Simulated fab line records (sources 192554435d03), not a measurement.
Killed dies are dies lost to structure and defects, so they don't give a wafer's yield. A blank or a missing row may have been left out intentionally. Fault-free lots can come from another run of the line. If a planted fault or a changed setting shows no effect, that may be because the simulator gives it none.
What tool caused it?	flow n5-finfet	24 lots with 72 wafers sampled at 6 steps, on a route of 1938 steps

WHAT THE GAUGES SHOWED, per wafer
N5_BEOL_M6_THK_MEAS_01.
lot	measured	on	M6_ILD_THK (nm)
L074	day 9 15:23	film-metro-01	153.9 154.2 155.1
L076	day 10 02:07	film-metro-02	154.0 156.1 156.2
L075	day 10 03:09	film-metro-02	153.5 155.5 156.2
L079	day 10 20:42	film-metro-01	159.0 157.2 159.0
L077	day 10 21:30	film-metro-01	154.6 156.3 156.1
L078	day 11 03:25	film-metro-02	155.7 159.3 157.4
L081	day 11 03:48	film-metro-01	153.6 157.4 158.1
L080	day 11 09:04	film-metro-02	154.4 156.5 156.7
L083	day 11 21:52	film-metro-02	155.7 160.1 158.2
L082	day 12 08:07	film-metro-02	153.4 155.9 153.6
L084	day 12 14:16	film-metro-01	152.7 151.6 156.2
L085	day 12 22:45	film-metro-01	155.8 158.0 157.3
L086	day 12 23:13	film-metro-02	156.4 157.8 156.8
L087	day 13 04:41	film-metro-02	156.5 155.8 155.4
L089	day 13 05:11	film-metro-01	154.4 152.4 153.5
L088	day 13 21:26	film-metro-02	154.3 153.1 154.7
L090	day 14 00:28	film-metro-01	155.0 156.8 156.4
L091	day 14 00:55	film-metro-01	152.7 153.4 155.5
L092	day 14 08:06	film-metro-01	152.0 155.1 157.2
L093	day 14 10:04	film-metro-01	151.9 153.6 155.8
L094	day 14 20:09	film-metro-02	153.1 156.0 156.3
L095	day 15 17:32	film-metro-01	156.5 155.3 156.4
L096	day 15 22:34	film-metro-01	152.6 151.9 154.2
L097	day 16 03:38	film-metro-02	154.8 155.1 155.8

N5_BEOL_M6_INSPECT_30: inspects for defects (brightfield).
lot	measured	on	raw-defect-count
L074	day 9 19:23	defect-inspect-02	387 444 390
L076	day 10 06:23	defect-inspect-01	397 330 405
L075	day 10 06:26	defect-inspect-02	339 380 446
L079	day 11 04:13	defect-inspect-01	364 538 459
L077	day 11 04:16	defect-inspect-02	251 353 238
L078	day 11 05:52	defect-inspect-01	448 354 401
L081	day 11 06:07	defect-inspect-02	496 669 432
L080	day 11 11:45	defect-inspect-01	387 372 462
L083	day 12 03:23	defect-inspect-02	379 416 307
L082	day 12 15:07	defect-inspect-01	379 367 385
L084	day 12 17:59	defect-inspect-02	381 292 236
L085	day 13 03:53	defect-inspect-02	464 510 493
L086	day 13 05:34	defect-inspect-01	519 503 465
L087	day 13 10:29	defect-inspect-02	204 352 321
L089	day 13 10:32	defect-inspect-02	385 554 524
L088	day 14 01:41	defect-inspect-02	446 484 471
L090	day 14 04:28	defect-inspect-01	372 485 390
L091	day 14 05:09	defect-inspect-01	311 399 323
L092	day 14 11:46	defect-inspect-02	389 343 478
L093	day 14 13:06	defect-inspect-01	318 185 492
L094	day 14 23:55	defect-inspect-02	311 355 265
L095	day 16 00:04	defect-inspect-02	428 365 347
L096	day 16 01:54	defect-inspect-02	389 413 362
L097	day 16 06:58	defect-inspect-02	451 450 480

WHICH TOOL RAN EACH LOT (tool, then ch and the chambers of the sampled wafers, then the start)
lot	N5_BEOL_M5_ANNEAL_89	N5_BEOL_M5_ANNEAL_51	N5_BEOL_M5_CMP_52	N5_BEOL_M6_HM_DEP_02
L074	pvd-sputter-01, day 9 12:41	rtp-anneal-02 ch 0, day 9 13:53	cmp-02 ch 0,2, day 9 14:11	pvd-sputter-01, day 9 17:40
L076	pvd-sputter-02, day 9 23:22	rtp-anneal-02 ch 0, day 10 00:37	cmp-01 ch 0,1,3, day 10 00:53	pvd-sputter-01, day 10 02:26
L075	pvd-sputter-03, day 10 00:27	rtp-anneal-01 ch 0, day 10 01:40	cmp-01 ch 1,2,3, day 10 01:59	pvd-sputter-02, day 10 03:18
L079	pvd-sputter-01, day 10 17:59	rtp-anneal-02 ch 0, day 10 19:20	cmp-03 ch 0,3, day 10 19:32	pvd-sputter-02, day 11 00:43
L077	pvd-sputter-03, day 10 18:38	rtp-anneal-02 ch 0, day 10 20:00	cmp-03 ch 0,2,3, day 10 20:21	pvd-sputter-02, day 11 00:55
L078	pvd-sputter-03, day 11 00:14	rtp-anneal-01 ch 0, day 11 01:26	cmp-01 ch 0,3, day 11 01:44	pvd-sputter-01, day 11 04:26
L081	pvd-sputter-01, day 11 00:28	rtp-anneal-02 ch 0, day 11 01:40	cmp-03 ch 0,3, day 11 02:22	pvd-sputter-01, day 11 04:32
L080	pvd-sputter-02, day 11 06:16	rtp-anneal-01 ch 0, day 11 07:31	cmp-01 ch 1,2, day 11 07:53	pvd-sputter-03, day 11 10:02
L083	pvd-sputter-03, day 11 18:29	rtp-anneal-01 ch 0, day 11 19:41	cmp-03 ch 0,1,3, day 11 20:44	pvd-sputter-01, day 12 00:47
L082	pvd-sputter-03, day 12 02:12	rtp-anneal-01 ch 0, day 12 03:26	cmp-01 ch 0,2,3, day 12 06:11	pvd-sputter-01, day 12 10:30
L084	pvd-sputter-03, day 12 09:18	rtp-anneal-02 ch 0, day 12 10:33	cmp-01 ch 1,2, day 12 10:59	pvd-sputter-03, day 12 15:25
L085	pvd-sputter-01, day 12 17:22	rtp-anneal-02 ch 0, day 12 18:40	cmp-03 ch 0,2, day 12 18:52	pvd-sputter-03, day 13 02:17
L086	pvd-sputter-02, day 12 17:49	rtp-anneal-02 ch 0, day 12 19:17	cmp-01 ch 0,1,3, day 12 21:14	pvd-sputter-02, day 13 02:23
L087	pvd-sputter-03, day 13 00:59	rtp-anneal-02 ch 0, day 13 02:20	cmp-03 ch 0,2,3, day 13 03:20	pvd-sputter-01, day 13 06:21
L089	pvd-sputter-02, day 13 01:13	rtp-anneal-02 ch 0, day 13 02:34	cmp-02 ch 2,3, day 13 03:19	pvd-sputter-01, day 13 06:33
L088	pvd-sputter-02, day 13 18:44	rtp-anneal-02 ch 0, day 13 19:56	cmp-02 ch 1,3, day 13 20:17	pvd-sputter-02, day 13 22:35
L090	pvd-sputter-03, day 13 21:43	rtp-anneal-01 ch 0, day 13 22:55	cmp-01 ch 1,2, day 13 23:15	pvd-sputter-02, day 14 02:28
L091	pvd-sputter-01, day 13 21:54	rtp-anneal-02 ch 0, day 13 23:20	cmp-02 ch 0,1,2, day 13 23:38	pvd-sputter-02, day 14 02:34
L092	pvd-sputter-03, day 14 04:54	rtp-anneal-01 ch 0, day 14 06:09	cmp-01 ch 2,3, day 14 06:24	pvd-sputter-01, day 14 10:16
L093	pvd-sputter-01, day 14 07:20	rtp-anneal-02 ch 0, day 14 08:36	cmp-02 ch 0,1,2, day 14 08:51	pvd-sputter-01, day 14 10:34
L094	pvd-sputter-03, day 14 17:27	rtp-anneal-01 ch 0, day 14 18:42	cmp-02 ch 2,3, day 14 18:59	pvd-sputter-03, day 14 20:58
L095	pvd-sputter-03, day 15 13:58	rtp-anneal-01 ch 0, day 15 15:10	cmp-02 ch 0,1,3, day 15 16:21	pvd-sputter-03, day 15 19:52
L096	pvd-sputter-02, day 15 19:52	rtp-anneal-02 ch 0, day 15 21:07	cmp-01 ch 0,1, day 15 21:24	pvd-sputter-03, day 15 23:56
L097	pvd-sputter-02, day 16 00:55	rtp-anneal-02 ch 0, day 16 02:08	cmp-02 ch 1,2, day 16 02:28	pvd-sputter-03, day 16 04:27
- N5_BEOL_M5_ANNEAL_89: time 1800 s.
- N5_BEOL_M5_ANNEAL_51: time 90 s.
- N5_BEOL_M5_CMP_52: polishes, stops on SiCOH lowk, t overpolish 6.9 s, target thk 62 nm.
- N5_BEOL_M6_HM_DEP_02: deposits TiN, target thk 20 nm.

AS READ BY THE TOOLS THEMSELVES (means over the sampled wafers that have a number; for cases with no such wafer, the mark the record gives instead)
N5_BEOL_M5_ANNEAL_89.
lot	tool	heater-power-w (W)	susceptor_temp_C_max
L074	pvd-sputter-01	844	400.6
L076	pvd-sputter-02	858	400.9
L075	pvd-sputter-03	783	401.1
L079	pvd-sputter-01	837	400.9
L077	pvd-sputter-03	803	400.9
L078	pvd-sputter-03	787	401.2
L081	pvd-sputter-01	798	400.8
L080	pvd-sputter-02	851	400.6
L083	pvd-sputter-03	811	401.1
L082	pvd-sputter-03	799	401.5
L084	pvd-sputter-03	801	400.6
L085	pvd-sputter-01	781	400.8
L086	pvd-sputter-02	871	401.3
L087	pvd-sputter-03	809	400.9
L089	pvd-sputter-02	852	401.3
L088	pvd-sputter-02	845	400.9
L090	pvd-sputter-03	795	401.2
L091	pvd-sputter-01	795	400.7
L092	pvd-sputter-03	817	401.1
L093	pvd-sputter-01	784	401.0
L094	pvd-sputter-03	786	400.6
L095	pvd-sputter-03	791	400.8
L096	pvd-sputter-02	876	401.3
L097	pvd-sputter-02	856	401.2

N5_BEOL_M5_ANNEAL_51.
lot	tool	wafer_temp_C_max
L074	rtp-anneal-02	225.87
L076	rtp-anneal-02	225.55
L075	rtp-anneal-01	225.82
L079	rtp-anneal-02	225.94
L077	rtp-anneal-02	225.75
L078	rtp-anneal-01	225.62
L081	rtp-anneal-02	225.75
L080	rtp-anneal-01	225.78
L083	rtp-anneal-01	225.64
L082	rtp-anneal-01	225.74
L084	rtp-anneal-02	225.64
L085	rtp-anneal-02	225.68
L086	rtp-anneal-02	225.76
L087	rtp-anneal-02	225.55
L089	rtp-anneal-02	225.82
L088	rtp-anneal-02	225.77
L090	rtp-anneal-01	226.06
L091	rtp-anneal-02	226.02
L092	rtp-anneal-01	225.76
L093	rtp-anneal-02	225.46
L094	rtp-anneal-01	225.75
L095	rtp-anneal-01	225.67
L096	rtp-anneal-02	225.61
L097	rtp-anneal-02	225.64

N5_BEOL_M5_CMP_52.
lot	tool	barrier-field-endpoint-s (s)	motor-current-A (A)	overpolish-run-s (s)	time-to-endpoint-s (s)
L074	cmp-02	25.1	5.8	6.891	66.5
L076	cmp-01	24.2	5.5	6.905	61.6
L075	cmp-01	24.3	5.5	6.909	61.4
L079	cmp-03	24.4	6.1	6.901	57.3
L077	cmp-03	23.7	6.2	6.904	59.1
L078	cmp-01	25.2	5.4	6.902	64.4
L081	cmp-03	24.4	6.2	6.905	61.3
L080	cmp-01	25.0	5.6	6.909	63.3
L083	cmp-03	25.3	6.5	6.894	64.8
L082	cmp-01	25.0	5.3	6.901	65.9
L084	cmp-01	24.7	5.5	6.901	65.3
L085	cmp-03	24.9	6.0	6.900	60.2
L086	cmp-01	24.5	5.6	6.896	65.8
L087	cmp-03	24.8	6.2	6.907	61.8
L089	cmp-02	23.9	6.1	6.901	59.9
L088	cmp-02	24.9	7.0	6.902	64.9
L090	cmp-01	26.0	5.3	6.899	64.0
L091	cmp-02	25.1	6.2	6.899	65.6
L092	cmp-01	25.2	5.5	6.897	66.6
L093	cmp-02	24.7	6.1	6.890	66.2
L094	cmp-02	25.4	5.8	6.894	64.3
L095	cmp-02	24.3	6.3	6.896	61.5
L096	cmp-01	24.8	5.7	6.899	63.9
L097	cmp-02	24.5	6.6	6.909	60.9

N5_BEOL_M6_HM_DEP_02.
lot	tool	throttle-valve-pct (%)
L074	pvd-sputter-01	31.0
L076	pvd-sputter-01	31.0
L075	pvd-sputter-02	30.2
L079	pvd-sputter-02	30.3
L077	pvd-sputter-02	30.4
L078	pvd-sputter-01	30.8
L081	pvd-sputter-01	31.3
L080	pvd-sputter-03	30.1
L083	pvd-sputter-01	31.3
L082	pvd-sputter-01	30.5
L084	pvd-sputter-03	30.0
L085	pvd-sputter-03	30.1
L086	pvd-sputter-02	30.4
L087	pvd-sputter-01	30.7
L089	pvd-sputter-01	30.8
L088	pvd-sputter-02	29.9
L090	pvd-sputter-02	30.2
L091	pvd-sputter-02	30.3
L092	pvd-sputter-01	31.2
L093	pvd-sputter-01	30.9
L094	pvd-sputter-03	30.0
L095	pvd-sputter-03	30.1
L096	pvd-sputter-03	30.1
L097	pvd-sputter-03	30.3

THE ANSWER, worked out from the rows above alone
Rule: the usual values come from the lots themselves. The widest of any qualifying gaps counts: lots, ordered by their means at a reading, are off when they make up no more than a third of the lots, leave a main group of 4 or more, and stand apart from it by 3 or more times the standard deviation of that group's means. A main group is skipped when, at the precision printed for the reading in the tables above, its means are all equal. Also off: a lot with no number at a reading for which 4 or more lots have one. All remaining lots with rows at the step are treated as sound. Order of review: gauges by route order, followed by the tools' own readings, for which a lot's mean as printed above is used. The first step at which some lot is off is used, and at that step the reading that is off furthest; a lot without a number counts as furthest.
No lot is off on any of the readings shown, so nothing can be concluded from this.

WHAT THE SIMULATOR HAD PUT IN
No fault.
